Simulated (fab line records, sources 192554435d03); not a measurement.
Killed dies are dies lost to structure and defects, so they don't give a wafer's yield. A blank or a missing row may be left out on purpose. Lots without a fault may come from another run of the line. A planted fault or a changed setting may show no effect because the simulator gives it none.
Chamber matching | flow n5_finfet | N5_BEOL_M8_STRIP_67 on rie_diel-05: 4 sister chambers
The step strips in CF4. 7 wafers are shown with their chamber, then 8 later ones without.

WAFERS WITH THEIR CHAMBER
wafer  | chamber | oes_product_au (a.u.) | throttle_valve_pct (%)
L082.5 | 1       | 0.69                  | 13.44
L082.6 | 3       | 0.96                  | 13.15
L083.1 | 1       | 0.69                  | 13.43
L083.3 | 3       | 0.95                  | 13.16
L088.3 | 2       | 0.69                  | 13.87
L088.6 | 0       | 0.91                  | 13.50
L091.1 | 0       | 0.90                  | 13.52

WAFERS WITHOUT THEIR CHAMBER
wafer  | oes_product_au (a.u.) | throttle_valve_pct (%)
L091.5 | 0.90                  | 13.50
L091.6 | 0.69                  | 13.87
L093.2 | 0.97                  | 12.86
L093.4 | 0.89                  | 13.22
L093.5 | 0.96                  | 12.86
L095.1 | 0.88                  | 13.24
L095.4 | 0.88                  | 13.53
L095.5 | 0.89                  | 13.54

WHICH CHAMBER EACH WENT THROUGH
wafer  | from the rows above | in truth
L091.5 | 0                   | 0
L091.6 | 2                   | 2
L093.2 | 3                   | 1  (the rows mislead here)
L093.4 | 3                   | 3
L093.5 | 3                   | 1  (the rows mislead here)
L095.1 | 3                   | 3
L095.4 | 0                   | 0
L095.5 | 0                   | 0
Placed correctly: 6 of 8. Can't be placed from these rows: 0. Placed wrongly: 2.
How it was worked out, from the rows above alone: a wafer's distance from a chamber is the root of the sum, over the readings, of the square of ((its reading less the chamber's mean) divided by the reading's scatter). The wafer belongs to the nearest chamber; if the next one is less than 2 further off, it can't be placed. A chamber's mean is the mean of its shown wafers. The scatter: the root of (the sum of the squares of (reading less its chamber's mean) over the shown wafers, divided by (wafers less chambers)).
